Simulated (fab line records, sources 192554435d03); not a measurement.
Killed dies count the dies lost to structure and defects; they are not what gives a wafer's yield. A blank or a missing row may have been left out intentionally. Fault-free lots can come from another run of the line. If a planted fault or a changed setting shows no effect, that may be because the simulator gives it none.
fab line records	flow n5Finfet
record: lots: 7	wafers: 39
route steps=1938 shown ZERO_LAYER@16 FIN_SAQP@96 SD_EPI_P@306 HKMG_FIN@388 MOL_CONTACT_COAG@616 BEOL_M1@751 BEOL_M3@1017 BEOL_M5@1160 BEOL_M6@1251 BEOL_M8@1377 BEOL_M11@1579 BEOL_M14@1753 PASSIVATION@1936
startH: hours from the record's opening day to when the first of the lot's shown wafers began	waitH: hours elapsed since this lot's preceding step	" same as the row above	L1.1+2: one row covering several wafers at once	- either no value or no given start	* or withheld: withheld	< > ~ a bound
route shown NAME@n: names a module that has steps shown in the file, with the first one's number in the route	usual: mean/standard deviation of fault-free wafers	same: alike in all rows	chamber/n: place in a boat	sites: the reading at each site	_std_site: the values' standard deviation	_edge_site: inner sites' mean taken away from outer sites' mean	radiusMm: how far each site lies from the wafer's centre	mask NAME#n: copy n	behind: the last tool/chamber to shape the wafer	hold: why the lot was held/for how many hours/how that ended	device: the n, p or np transistor that did not switch	end of line: the tests these same wafers got at the end of their route	a step given without rows: its recipe and nothing more	killed: dies lost to structure and defects at the first sort, not the wafer's yield	map: the dies of a wafer, with x for killed, . for not killed, _ for no die there
set.NAME: the setting as run; set.NAME@STEP: as run at that earlier step	model.NAME: the simulator's own value behind a step, which no gauge read
lots run with intentionally changed settings; tables by step, rows by wafer
== steps ==
step: N5_ZERO_LAYER_ETCH_18
recipe: chemistry: HBr/Cl2	target: Si	targetDepthA: 1200	timeS: 40	pressureMtorr: 10	icpW: 800	biasW: 75	HBr_flow_sccm: 150	Cl2_flow_sccm: 80
step: N5_FIN_SAQP_HM_DEP_03
recipe: material: SiNx	targetThkA: 380	tempC: 400	precursor: SiH4/NH3/N2	pressureTorr: 1.5	rfW: 300	timeS: 33.6
step: N5_SD_EPI_P_DESCUM_14
recipe: chemistry: O2	timeS: 7.9	sourcePowerW: 50	biasPowerW: 20	pressureMtorr: 20	rfFrequencyHz: 2.712e+07	tempC: 40	resist: CAR-ArF-block	o2FlowSccm: 225
step: N5_HKMG_FIN_ALD_74
recipe: material: La2O3	targetThkA: 5	tempC: 250	aldPrecursorFamily: La-Cp	aldCoReactant: O3	pulseTimeS: 6	coReactantPulseTimeS: 1	purgeTimeS: 3	coReactantPurgeTimeS: 3
step: N5_MOL_CONTACT_COAG_ETCH_124
recipe: chemistry: CH3F/O2	target: SiNx	targetDepthA: 65	maskMaterial: SOC	stopOn: SiOC	overEtchFrac: 0.3	ionEnergyEv: 120	pressureMtorr: 30	sourceW: 395	biasW: 73	Ar_flow_sccm: 150	CH3F_flow_sccm: 30	O2_flow_sccm: 20	ends: endPoint
step: N5_BEOL_M1_ILD_DEP_00
recipe: material: SiOC	targetThkA: 790	tempC: 350	precursor: DEMS/O2	pressureTorr: 5	rfW: 500	timeS: 15.3
step: N5_BEOL_M3_PRE_CLEAN_56
recipe: gas: NH3	timeS: 15	tempC: withheld	rfPowerW: 300
step: N5_BEOL_M5_TRENCH_ETCH_37
recipe: chemistry: C4F6/O2	targetDepthA: 716.52	target: SiCOH_lowk	timeS: 24.7	ionEnergyEv: 250	pressureMtorr: 30	sourceW: 345	biasW: 185	Ar_flow_sccm: 300	C4F6_flow_sccm: 10	O2_flow_sccm: 10
step: N5_BEOL_M6_ALD_77
recipe: material: TaN	targetThkA: 20	tempC: 275	aldPrecursorFamily: PDMAT	aldCoReactant: NH3	pressureTorr: 3	carrierFlowSccm: 1500	pulseTimeS: 2	purgeTimeS: 3	coReactantPurgeTimeS: 2	coReactantPulseTimeS: 3	aldCycles: 40	precursorVesselTempC: 75	precursorVesselPressureTorr: 26.25	precursorVesselCarrierSccm: 1000
step: N5_BEOL_M8_TRENCH_ETCH_37
recipe: chemistry: C4F6/O2	targetDepthA: 934.78	target: SiCOH_lowk	timeS: 31.2	ionEnergyEv: 250	pressureMtorr: 30	sourceW: 345	biasW: 185	Ar_flow_sccm: 300	C4F6_flow_sccm: 10	O2_flow_sccm: 10
step: N5_BEOL_M11_ETCH_41
recipe: chemistry: CH3F/O2	target: SiCN	targetDepthA: 426	taperDeg: 2	timeS: 86	ionEnergyEv: 120	maskMaterial: TiN	pressureMtorr: 30	sourceW: 395	biasW: 75	Ar_flow_sccm: 150	CH3F_flow_sccm: 30	O2_flow_sccm: 20
step: N5_BEOL_M14_TRENCH_ETCH_34
recipe: chemistry: C4F8/O2/Ar	target: SiO2	targetDepthA: 5566.5	maskMaterial: SOC	heInnerTorr: 15	heOuterTorr: 30	timeS: 126.9	ionEnergyEv: 800	pressureMtorr: 20	sourceW: 1905	biasW: 2040	Ar_flow_sccm: 400	C4F8_flow_sccm: 16	O2_flow_sccm: 12
step: N5_PASSIVATION_PROBE_49
usual: killed_at_M0_to_M3: 37/11
lot.wafer	tool	chamber	startH	waitH	set.targetDepthA@ZERO_LAYER_ETCH_18	set.timeS@FIN_SAQP_HM_DEP_03	set.timeS@SD_EPI_P_DESCUM_14	set.coReactantPulseTimeS@HKMG_FIN_ALD_74	set.targetDepthA@MOL_CONTACT_COAG_ETCH_124	set.targetThkA@BEOL_M1_ILD_DEP_00	set.timeS@BEOL_M3_PRE_CLEAN_56	set.targetDepthA@BEOL_M5_TRENCH_ETCH_37	set.aldCycles@BEOL_M6_ALD_77	set.timeS@BEOL_M8_TRENCH_ETCH_37	set.timeS@BEOL_M11_ETCH_41	set.timeS@BEOL_M14_TRENCH_ETCH_34	killed_at_M0_to_M3
L076.1	prober-02	-	284.52	0.0	487.7	33.6	11.87	1.322	65	1222	17.51	330.1	40	31.2	86	79.77	1132
L076.2	prober-02	-	284.57	0.1	487.7	33.6	11.87	1	39.22	1222	17.51	330.1	57	31.2	51.93	79.77	678
L076.3	prober-02	-	284.62	0.1	1200	33.6	7.9	1.322	65	790	15	330.1	57	14.2	86	126.9	47
L076.4	prober-02	-	284.67	0.2	1200	33.6	11.87	1.322	39.22	790	15	716.52	40	14.2	51.93	79.77	44
L076.5	prober-02	-	284.72	0.2	1200	33.6	7.9	1	39.22	1222	15	716.52	57	31.2	86	126.9	861
L076.6	prober-02	-	284.77	0.3	487.7	33.6	7.9	1	65	790	17.51	716.52	40	14.2	51.93	126.9	33
L079.1	prober-01	-	290.39	0.0	722.8	33.6	5.246	1	65	790	15	716.52	40	31.2	86	126.9	24
L079.2	prober-01	-	290.44	0.1	1200	49.41	7.9	1	65	790	15	716.52	40	36.06	52.49	73.11	17
L079.3	prober-01	-	290.49	0.1	722.8	33.6	5.246	1.326	87.58	790	15	716.52	40	36.06	86	126.9	30
L079.4	prober-01	-	290.54	0.2	1200	33.6	7.9	1.326	87.58	790	11.18	716.52	40	36.06	52.49	73.11	30
L079.5	prober-01	-	290.59	0.2	1200	49.41	5.246	1.326	65	790	11.18	716.52	40	31.2	52.49	126.9	43
L079.6	prober-01	-	290.64	0.3	722.8	49.41	7.9	1	87.58	790	11.18	716.52	40	31.2	86	73.11	27
L084.1	prober-02	-	326.39	0.0	1200	33.6	7.9	1	79.32	790	15	383.1	18	31.2	86	126.9	42
L084.2	prober-02	-	326.44	0.1	1200	45.5	7.9	1	65	790	12.5	383.1	40	31.2	133.5	126.9	35
L084.3	prober-02	-	326.49	0.1	1200	33.6	11.54	1	65	1159	15	716.52	40	31.2	133.5	126.9	1100
L084.4	prober-02	-	326.54	0.2	1713	45.5	7.9	1	65	1159	12.5	383.1	18	31.2	133.5	126.9	1105
L084.5	prober-02	-	326.59	0.2	1713	33.6	11.54	1	79.32	790	12.5	716.52	18	31.2	86	126.9	48
L084.6	prober-02	-	326.64	0.3	1713	45.5	11.54	1	79.32	1159	15	716.52	40	31.2	86	126.9	1119
L087.2	prober-01	-	354.98	0.1	1200	33.6	7.9	1	65	790	15	716.52	40	31.2	86	126.9	28
L087.4	prober-01	-	355.08	0.2	1200	33.6	7.9	1	65	790	15	716.52	40	31.2	86	126.9	24
L087.5	prober-01	-	355.13	0.2	1200	33.6	7.9	1	65	790	15	716.52	40	31.2	86	126.9	18
L091.1	prober-02	-	395.17	0.0	1200	33.6	7.9	1	65	575.6	15	716.52	40	46.78	86	126.9	72
L091.2	prober-02	-	395.22	0.1	1640	33.6	7.9	0.6441	75.14	790	15	716.52	40	31.2	110.9	162.7	24
L091.3	prober-02	-	395.27	0.1	1640	33.6	7.9	1	75.14	790	19.53	716.52	40	31.2	86	126.9	18
L091.4	prober-02	-	395.32	0.2	1640	33.6	7.9	1	65	575.6	15	716.52	40	31.2	110.9	162.7	89
L091.5	prober-02	-	395.37	0.2	1200	33.6	7.9	0.6441	65	790	19.53	716.52	40	46.78	110.9	126.9	27
L091.6	prober-02	-	395.42	0.3	1200	33.6	7.9	0.6441	75.14	575.6	19.53	716.52	40	46.78	86	162.7	153
L092.1	prober-02	-	410.03	0.0	1200	33.6	7.9	1	99.12	937.9	15	1122	40	31.2	86	126.9	25
L092.2	prober-02	-	410.08	0.1	1789	27.38	7.9	1	99.12	790	15	1122	40	31.2	86	200.6	28
L092.3	prober-02	-	410.13	0.1	1789	33.6	7.9	1	65	937.9	15	1122	40	31.2	86	200.6	33
L092.4	prober-02	-	410.18	0.2	1200	27.38	7.9	1	99.12	937.9	15	716.52	40	31.2	86	126.9	22
L092.5	prober-02	-	410.23	0.2	1789	27.38	7.9	1	65	790	15	716.52	40	31.2	86	126.9	22
L092.6	prober-02	-	410.28	0.3	1200	33.6	7.9	1	65	790	15	716.52	40	31.2	86	200.6	31
L097.1	prober-02	-	433.20	0.0	1609	19.47	10.11	1.211	102.7	647.6	15	716.52	29	25.58	86	126.9	58
L097.2	prober-02	-	433.25	0.1	1200	19.47	7.9	1	65	647.6	15	716.52	40	25.58	127.1	174.5	49
L097.3	prober-02	-	433.30	0.1	1200	33.6	7.9	1	102.7	790	15	716.52	40	31.2	127.1	126.9	37
L097.4	prober-02	-	433.35	0.2	1200	33.6	10.11	1.211	65	790	15	716.52	40	25.58	86	126.9	51
L097.5	prober-02	-	433.40	0.2	1609	33.6	10.11	1	65	647.6	15	716.52	29	31.2	86	174.5	53
L097.6	prober-02	-	433.45	0.3	1609	19.47	7.9	1.211	102.7	790	15	716.52	29	31.2	127.1	174.5	60
killed by level:class
L076.1 BEOL_M1:areaEtch=1088 MOL_CONTACT_COAG:geometricParticle:open=11 BEOL_M2:geometricParticle:open=10 FIN_SAQP:geometricParticle:open=8 BEOL_M0_SAQP:geometricParticle:open=8 BEOL_M1:geometricParticle:open=8 FIN_SAQP:geometricParticle:short=6 BEOL_M0_SAQP:geometricParticle:short=5
L076.2 BEOL_M1:areaEtch=622 MOL_CONTACT_COAG:areaEtch=434 FIN_SAQP:geometricParticle:open=12 BEOL_M1:geometricParticle:open=12 MOL_CONTACT_COAG:geometricParticle:open=11 BEOL_M2:geometricParticle:open=11 DUMMY_GATE:geometricParticle:open=10 BEOL_M0_SAQP:geometricParticle:short=10
L076.3 BEOL_M5:areaEcd=831 BEOL_M8:areaEcd=238 BEOL_M2:geometricParticle:open=14 MOL_CONTACT_COAG:geometricParticle:open=10 BEOL_M0_SAQP:geometricParticle:open=9 STI_FIN_REVEAL:geometricParticle:open=8 BEOL_M4:geometricParticle:open=8 DUMMY_GATE:geometricParticle:open=7
L076.4 BEOL_M8:areaEcd=995 MOL_CONTACT_COAG:areaEtch=35 BEOL_M0_SAQP:geometricParticle:short=12 BEOL_M0_SAQP:geometricParticle:open=11 MOL_CONTACT_COAG:geometricParticle:open=10 BEOL_M4:geometricParticle:open=7 BEOL_M3:geometricParticle:open=6 DUMMY_GATE:geometricParticle:open=6
L076.5 BEOL_M1:areaEtch=819 MOL_CONTACT_COAG:areaEtch=248 MOL_CONTACT_COAG:geometricParticle:open=15 BEOL_M0_SAQP:geometricParticle:short=12 FIN_SAQP:geometricParticle:open=11 BEOL_M1:geometricParticle:open=8 FIN_SAQP:geometricParticle:short=6 BEOL_M2:geometricParticle:open=6
L076.6 BEOL_M8:areaEcd=1015 MOL_CONTACT_COAG:geometricParticle:open=23 BEOL_M1:geometricParticle:open=10 FIN_SAQP:geometricParticle:short=7 BEOL_M3:geometricParticle:open=7 BEOL_M0_SAQP:geometricParticle:short=6 DUMMY_GATE:geometricParticle:open=6 BEOL_M4:geometricParticle:open=6
L079.1 BEOL_M4:geometricParticle:open=18 MOL_CONTACT_COAG:geometricParticle:open=13 STI_FIN_REVEAL:geometricParticle:open=12 FIN_SAQP:geometricParticle:short=11 BEOL_M0_SAQP:geometricParticle:short=9 FIN_SAQP:geometricParticle:open=8 HKMG_FIN:areaEtch=8 GATE_CUT:geometricParticle:short=6
L079.2 BEOL_M14:areaEcd=32 MOL_CONTACT_COAG:geometricParticle:open=9 BEOL_M4:geometricParticle:open=8 BEOL_M0_SAQP:geometricParticle:short=6 BEOL_M1:geometricParticle:open=6 FIN_SAQP:geometricParticle:short=5 PAD_METAL:geometricParticle:short=5 DUMMY_GATE:geometricParticle:open=4
L079.3 BEOL_M0_SAQP:geometricParticle:open=12 FIN_SAQP:geometricParticle:short=10 BEOL_M4:geometricParticle:open=9 STI_FIN_REVEAL:geometricParticle:open=7 MOL_CONTACT_COAG:geometricParticle:open=7 BEOL_M0_SAQP:geometricParticle:short=7 BEOL_M2:geometricParticle:short=4 BEOL_M3:geometricParticle:open=4
L079.4 BEOL_M14:areaEcd=34 FIN_SAQP:geometricParticle:short=14 MOL_CONTACT_COAG:geometricParticle:open=13 BEOL_M0_SAQP:geometricParticle:short=11 FIN_SAQP:geometricParticle:open=9 BEOL_M0_SAQP:geometricParticle:open=5 BEOL_M4:geometricParticle:open=5 STARTING-WAFER:geometricParticle:short=5
L079.5 BEOL_M0_SAQP:geometricParticle:open=16 FIN_SAQP:geometricParticle:open=15 BEOL_M0_SAQP:geometricParticle:short=13 FIN_SAQP:geometricParticle:short=12 GATE_CUT:geometricParticle:short=10 MOL_CONTACT_COAG:geometricParticle:open=10 BEOL_M4:geometricParticle:open=9 GATE_CUT:geometricParticle:open=8
L079.6 BEOL_M14:areaEcd=30 FIN_SAQP:geometricParticle:open=13 FIN_SAQP:geometricParticle:short=11 GATE_CUT:geometricParticle:short=11 STI_FIN_REVEAL:geometricParticle:open=9 MOL_CONTACT_COAG:geometricParticle:open=9 BEOL_M0_SAQP:geometricParticle:short=9 BEOL_M4:geometricParticle:open=8
L084.1 BEOL_M5:areaEcd=160 M6:areaAld=23 STI_FIN_REVEAL:geometricParticle:open=15 BEOL_M3:geometricParticle:open=13 MOL_CONTACT_COAG:geometricParticle:open=11 FIN_SAQP:geometricParticle:open=9 GATE_CUT:geometricParticle:short=8 BEOL_M4:geometricParticle:open=8
L084.2 BEOL_M5:areaEcd=251 BEOL_M2:geometricParticle:open=12 MOL_CONTACT_COAG:geometricParticle:open=10 FIN_SAQP:geometricParticle:short=9 STI_FIN_REVEAL:geometricParticle:open=9 BEOL_M3:geometricParticle:open=7 HKMG_FIN:areaEtch=7 BEOL_M0_SAQP:geometricParticle:short=6
L084.3 BEOL_M1:areaEtch=1046 BEOL_M0_SAQP:geometricParticle:open=18 BEOL_M3:geometricParticle:open=17 MOL_CONTACT_COAG:geometricParticle:open=15 FIN_SAQP:geometricParticle:open=8 BEOL_M4:geometricParticle:open=8 STI_FIN_REVEAL:geometricParticle:open=7 BEOL_M0_SAQP:geometricParticle:short=6
L084.4 BEOL_M1:areaEtch=1064 BEOL_M3:geometricParticle:open=13 MOL_CONTACT_COAG:geometricParticle:open=9 BEOL_M4:geometricParticle:open=8 BEOL_M0_SAQP:geometricParticle:open=7 BEOL_M1:geometricParticle:open=6 FIN_SAQP:geometricParticle:short=5 MOL_CONTACT_COAG:geometricParticle:short=5
L084.5 M6:areaAld=44 BEOL_M3:geometricParticle:open=15 MOL_CONTACT_COAG:geometricParticle:open=13 STI_FIN_REVEAL:geometricParticle:open=11 BEOL_M2:geometricParticle:open=11 HKMG_FIN:areaEtch=11 BEOL_M4:geometricParticle:open=9 BEOL_M0_SAQP:geometricParticle:short=6
L084.6 BEOL_M1:areaEtch=1066 BEOL_M1:geometricParticle:open=14 BEOL_M3:geometricParticle:open=12 MOL_CONTACT_COAG:geometricParticle:open=11 BEOL_M0_SAQP:geometricParticle:open=9 FIN_SAQP:geometricParticle:open=6 STI_FIN_REVEAL:geometricParticle:open=6 BEOL_M0_SAQP:geometricParticle:short=6
L087.2 FIN_SAQP:geometricParticle:open=8 BEOL_M1:geometricParticle:open=7 BEOL_M0_SAQP:geometricParticle:short=5 BEOL_M0_SAQP:geometricParticle:open=5 BEOL_M3:geometricParticle:open=5 GATE_CUT:geometricParticle:open=4 STI_FIN_REVEAL:geometricParticle:open=3 MOL_CONTACT_COAG:geometricParticle:open=3
L087.4 MOL_CONTACT_COAG:geometricParticle:open=7 BEOL_M0_SAQP:geometricParticle:open=5 BEOL_M1:geometricParticle:open=5 FIN_SAQP:geometricParticle:short=4 FIN_SAQP:geometricParticle:open=4 BEOL_M0_SAQP:geometricParticle:short=4 BEOL_M5:geometricParticle:open=4 DUMMY_GATE:geometricParticle:open=3
L087.5 MOL_CONTACT_COAG:geometricParticle:open=11 BEOL_M4:geometricParticle:open=7 BEOL_M1:geometricParticle:open=7 STI_FIN_REVEAL:geometricParticle:open=6 BEOL_M0_SAQP:geometricParticle:short=4 FIN_SAQP:geometricParticle:open=3 BEOL_M3:geometricParticle:open=3 BEOL_M6:geometricParticle:open=3
L091.1 BEOL_M1:areaEcd=52 FIN_SAQP:geometricParticle:open=23 FIN_SAQP:geometricParticle:short=13 MOL_CONTACT_COAG:geometricParticle:open=13 BEOL_M0_SAQP:geometricParticle:short=8 STI_FIN_REVEAL:geometricParticle:open=5 MOL_CONTACT_COAG:geometricParticle:short=5 BEOL_M2:geometricParticle:open=4
L091.2 STI_FIN_REVEAL:geometricParticle:open=9 FIN_SAQP:geometricParticle:open=8 FIN_SAQP:geometricParticle:short=7 BEOL_M0_SAQP:geometricParticle:short=5 BEOL_M3:geometricParticle:open=5 GATE_CUT:geometricParticle:short=4 DUMMY_GATE:geometricParticle:open=4 MOL_CONTACT_COAG:geometricParticle:open=4
L091.3 MOL_CONTACT_COAG:geometricParticle:open=11 GATE_CUT:geometricParticle:short=7 FIN_SAQP:geometricParticle:open=6 FIN_SAQP:geometricParticle:short=6 DUMMY_GATE:geometricParticle:open=5 BEOL_M0_SAQP:geometricParticle:open=5 BEOL_M0:geometricParticle:open=4 BEOL_M1:geometricParticle:open=4
L091.4 BEOL_M1:areaEcd=71 MOL_CONTACT_COAG:geometricParticle:open=18 FIN_SAQP:geometricParticle:short=15 DUMMY_GATE:geometricParticle:open=13 FIN_SAQP:geometricParticle:open=7 BEOL_M0_SAQP:geometricParticle:short=7 STI_FIN_REVEAL:geometricParticle:open=5 GATE_CUT:geometricParticle:open=5
L091.5 BEOL_M8:areaEtch=89 FIN_SAQP:geometricParticle:open=18 STI_FIN_REVEAL:geometricParticle:open=8 BEOL_M0_SAQP:geometricParticle:short=7 BEOL_M0_SAQP:geometricParticle:open=7 FIN_SAQP:geometricParticle:short=6 GATE_CUT:geometricParticle:short=5 BEOL_M1:geometricParticle:open=4
L091.6 BEOL_M1:areaEcd=118 BEOL_M0_SAQP:geometricParticle:open=15 FIN_SAQP:geometricParticle:open=13 BEOL_M8:areaEtch=11 BEOL_M0_SAQP:geometricParticle:short=8 GATE_CUT:geometricParticle:short=7 GATE_CUT:geometricParticle:open=7 MOL_CONTACT_COAG:geometricParticle:open=6
L092.1 BEOL_M5:areaEtch=432 MOL_CONTACT_COAG:geometricParticle:open=12 FIN_SAQP:geometricParticle:open=8 STI_FIN_REVEAL:geometricParticle:open=7 GATE_CUT:geometricParticle:short=7 BEOL_M1:geometricParticle:open=5 BEOL_M3:geometricParticle:open=4 BEOL_M2:geometricParticle:short=4
L092.2 BEOL_M5:areaEtch=233 STI_FIN_REVEAL:geometricParticle:open=9 BEOL_M2:geometricParticle:open=8 BEOL_M4:geometricParticle:open=8 MOL_CONTACT_COAG:geometricParticle:open=6 BEOL_M3:geometricParticle:open=6 MOL_CONTACT_COAG:geometricParticle:short=5 FIN_SAQP:geometricParticle:open=4
L092.3 BEOL_M5:areaEtch=280 MOL_CONTACT_COAG:geometricParticle:open=16 FIN_SAQP:geometricParticle:open=9 FIN_SAQP:geometricParticle:short=8 BEOL_M3:geometricParticle:open=8 BEOL_M4:geometricParticle:open=6 BEOL_M0_SAQP:geometricParticle:open=5 BEOL_M2:geometricParticle:short=4
L092.4 GATE_CUT:geometricParticle:open=9 MOL_CONTACT_COAG:geometricParticle:open=8 FIN_SAQP:geometricParticle:open=6 FIN_SAQP:geometricParticle:short=6 BEOL_M3:geometricParticle:open=6 GATE_CUT:geometricParticle:short=6 BEOL_M1:geometricParticle:short=6 BEOL_M4:geometricParticle:open=6
L092.5 MOL_CONTACT_COAG:geometricParticle:open=15 BEOL_M3:geometricParticle:open=8 ILD0:geometricParticle:open=7 FIN_SAQP:geometricParticle:short=5 BEOL_M4:geometricParticle:open=5 STI_FIN_REVEAL:geometricParticle:open=4 ILD0:geometricParticle:short=4 GATE_CUT:geometricParticle:short=4
L092.6 MOL_CONTACT_COAG:geometricParticle:open=12 BEOL_M3:geometricParticle:open=12 STI_FIN_REVEAL:geometricParticle:open=9 BEOL_M2:geometricParticle:open=7 BEOL_M3:geometricParticle:short=7 BEOL_M4:geometricParticle:open=6 STARTING-WAFER:geometricParticle:short=5 STI_FIN_REVEAL:geometricParticle:short=4
L097.1 BEOL_M1:areaEcd=16 FIN_SAQP:geometricParticle:open=14 BEOL_M0_SAQP:geometricParticle:short=12 BEOL_M0_SAQP:geometricParticle:open=11 FIN_SAQP:geometricParticle:short=9 BEOL_M3:geometricParticle:open=9 STI_FIN_REVEAL:geometricParticle:open=6 DUMMY_GATE:geometricParticle:open=6
L097.2 BEOL_M0_SAQP:geometricParticle:open=16 STI_FIN_REVEAL:geometricParticle:open=13 FIN_SAQP:geometricParticle:open=11 FIN_SAQP:geometricParticle:short=10 BEOL_M1:geometricParticle:open=7 BEOL_M0_SAQP:geometricParticle:short=7 DUMMY_GATE:geometricParticle:open=6 BEOL_M2:geometricParticle:open=6
L097.3 FIN_SAQP:geometricParticle:short=13 BEOL_M0_SAQP:geometricParticle:open=13 FIN_SAQP:geometricParticle:open=12 STI_FIN_REVEAL:geometricParticle:open=10 BEOL_M0_SAQP:geometricParticle:short=9 HKMG_FIN:areaEtch=5 BEOL_M3:geometricParticle:open=4 BEOL_M1:geometricParticle:open=3
L097.4 BEOL_M0_SAQP:geometricParticle:open=17 STI_FIN_REVEAL:geometricParticle:open=14 BEOL_M0_SAQP:geometricParticle:short=14 FIN_SAQP:geometricParticle:open=11 HKMG_FIN:areaEtch=8 BEOL_M1:geometricParticle:open=5 DUMMY_GATE:geometricParticle:open=4 BEOL_M1:geometricParticle:short=4
L097.5 FIN_SAQP:geometricParticle:open=18 STI_FIN_REVEAL:geometricParticle:open=13 BEOL_M0_SAQP:geometricParticle:open=13 BEOL_M0_SAQP:geometricParticle:short=13 BEOL_M3:geometricParticle:open=8 FIN_SAQP:geometricParticle:short=7 MOL_CONTACT_COAG:geometricParticle:open=7 BEOL_M2:geometricParticle:open=6
L097.6 BEOL_M0_SAQP:geometricParticle:open=18 FIN_SAQP:geometricParticle:short=12 BEOL_M0_SAQP:geometricParticle:short=12 BEOL_M3:geometricParticle:open=11 BEOL_M1:geometricParticle:open=10 FIN_SAQP:geometricParticle:open=9 STI_FIN_REVEAL:geometricParticle:open=8 BEOL_M4:geometricParticle:open=7
== key ==
split: step: N5_ZERO_LAYER_ETCH_18	setting: targetDepthA	statedAs: 1200
response none clear
split: step: N5_FIN_SAQP_HM_DEP_03	setting: timeS	statedAs: 33.6
response none clear
split: step: N5_SD_EPI_P_DESCUM_14	setting: timeS	statedAs: 7.9
response none clear
split: step: N5_HKMG_FIN_ALD_74	setting: coReactantPulseTimeS	statedAs: 1
response none clear
split: step: N5_MOL_CONTACT_COAG_ETCH_124	setting: targetDepthA	statedAs: 65
response none clear
split: step: N5_BEOL_M1_ILD_DEP_00	setting: targetThkA	statedAs: 790
response: step: N5_PASSIVATION_PROBE_49	reading: killed_at_M0_to_M3	slope: +12.5	per: 1%	togetherWith: all	explained: 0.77
split: step: N5_BEOL_M3_PRE_CLEAN_56	setting: timeS	statedAs: 15
response none clear
split: step: N5_BEOL_M5_TRENCH_ETCH_37	setting: targetDepthA	statedAs: 716.52
response none clear
split: step: N5_BEOL_M6_ALD_77	setting: aldCycles	statedAs: 40
response none clear
split: step: N5_BEOL_M8_TRENCH_ETCH_37	setting: timeS	statedAs: 31.2
response none clear
split: step: N5_BEOL_M11_ETCH_41	setting: timeS	statedAs: 86
response none clear
split: step: N5_BEOL_M14_TRENCH_ETCH_34	setting: timeS	statedAs: 126.9
response none clear
